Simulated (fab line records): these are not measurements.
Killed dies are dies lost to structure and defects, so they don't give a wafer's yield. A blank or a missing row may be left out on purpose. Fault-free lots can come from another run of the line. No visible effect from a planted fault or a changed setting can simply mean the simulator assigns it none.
A struck lot beside a sound one :: flow n5_finfet :: 15 out of 1938 route steps
Sound: wafers L187.4, L187.5, L187.6. Wafers struck: L176.2, L176.4, L176.5. The cause is named last.
Each step with rows lists, per side, the tool, then ch with its chambers, then its first start. Under that, the readings that differ: sound wafers :: struck wafers :: difference of the means :: sigmas: that difference in standard deviations of wafers without a fault.
alike: words and numbers the same on both sides, and readings whose means are apart by under 2 such deviations; not compared: readings that were withheld, readings missing a value for some wafer, numbers with overlapping values and no deviation given by the record, and bounds like >300 which may hide the same value.
The two part at a step that has a row with sigmas, a row that says differs or no value, or rows on one side only. Numbers that don't overlap but have no deviation are shown without sigmas and don't part them. A reading that every wafer of one side lacks parts them only if that side has two wafers or more.

first, 4 steps without rows for these wafers: N5_BEOL_M15_EXPOSE_07 (exposes mask V14); N5_BEOL_M15_PEB_08 (peb time 90 s); N5_BEOL_M15_DEVELOP_09 (develop time 45 s); N5_BEOL_M15_HARDBAKE_14 (time 120 s).
N5_BEOL_M15_CD_MEAS_10: target cd 360 nm.
  sound on cd_sem-01 ch 0, day 15 23:17; struck on cd_sem-03 ch 0, day 13 03:35
  alike: cd_nm
N5_BEOL_M15_OVL_MEAS_11:
  sound on overlay-02 ch 0, day 15 23:19; struck on overlay-02 ch 0, day 13 03:37
  alike: V14_OVL
N5_BEOL_M15_INSPECT_12: inspects for defects (macro).
  sound: defect_inspect-01 at day 15 23:20; struck: defect_inspect-01 at day 13 03:38
  alike: raw_defect_count
N5_BEOL_M15_DESCUM_15: chemistry O2, time 7.9 s.
  sound on rie_diel-04 ch 0,1,3, day 15 23:23; struck on rie_diel-05 ch 2,3, day 13 03:41
  alike: drypump_motor_current_A, oes_product_au, rf_vpp_V, showerhead_plenum_p_Torr, throttle_valve_pct
  not compared: rf_hours_counter_h
N5_BEOL_M15_ETCH_59: etches BARC in N2/H2, target depth 89 nm, overetch 26.7 nm, time 67.9 s.
  sound on rie_diel-04 ch 0,1,3, day 15 23:25; struck on rie_diel-05 ch 2,3, day 13 03:43
  alike: drypump_motor_current_A, h2_flow_sccm, oes_product_au, rf_vpp_V, showerhead_plenum_p_Torr, throttle_valve_pct
  not compared: rf_hours_counter_h
N5_BEOL_M15_VIA_ETCH_16: etches SiO2 in C4F8/O2/Ar, target depth 1792.2 nm.
  sound on rie_diel-04 ch 0,1,3, day 15 23:28; struck on rie_diel-05 ch 2,3, day 13 03:46
  alike: drypump_motor_current_A, oes_ar_750_au, oes_f_703_au, oes_o_777_au, oes_product_au, rf_vpp_V, showerhead_plenum_p_Torr, throttle_valve_pct
N5_BEOL_M15_STRIP_63: strips in O2.
  sound on rie_diel-04 ch 0,1,3; struck on rie_diel-05 ch 2,3
  alike: chamber_pressure_mTorr, drypump_motor_current_A, oes_product_au, rf_vpp_V, showerhead_plenum_p_Torr, throttle_valve_pct
  not compared: rf_hours_counter_h
N5_BEOL_M15_STRIP_64: strips in O2.
  sound on rie_diel-04 ch 0,1,3; struck on rie_diel-05 ch 2,3
  alike: chamber_pressure_mTorr, drypump_motor_current_A, oes_product_au, rf_vpp_V, showerhead_plenum_p_Torr, throttle_valve_pct
  not compared: rf_hours_counter_h
N5_BEOL_M15_STRIP_65: strips in post etch residue remover, time 60 s.
  sound on wet_bench-05 ch 4,6,7, day 15 23:49; struck on wet_bench-05 ch 2,5,6, day 13 04:07
  no value came back on the struck wafers for run_length_s (s), temp_c (C); on the sound wafers run_length_s (s) reads 67.0 65.0 69.1
then, 2 steps without rows for these wafers: N5_BEOL_M15_SRD_66 (time 30 s, dry time 30 s); N5_PASSIVATION_PROBE_49.

WHERE THEY PART
N5_BEOL_M15_STRIP_65 only, going by this record.

WHY: what the simulator had put in
Whole step skipped at N5_BEOL_M15_STRIP_65 on wet_bench-05, starting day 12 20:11. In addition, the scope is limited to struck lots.
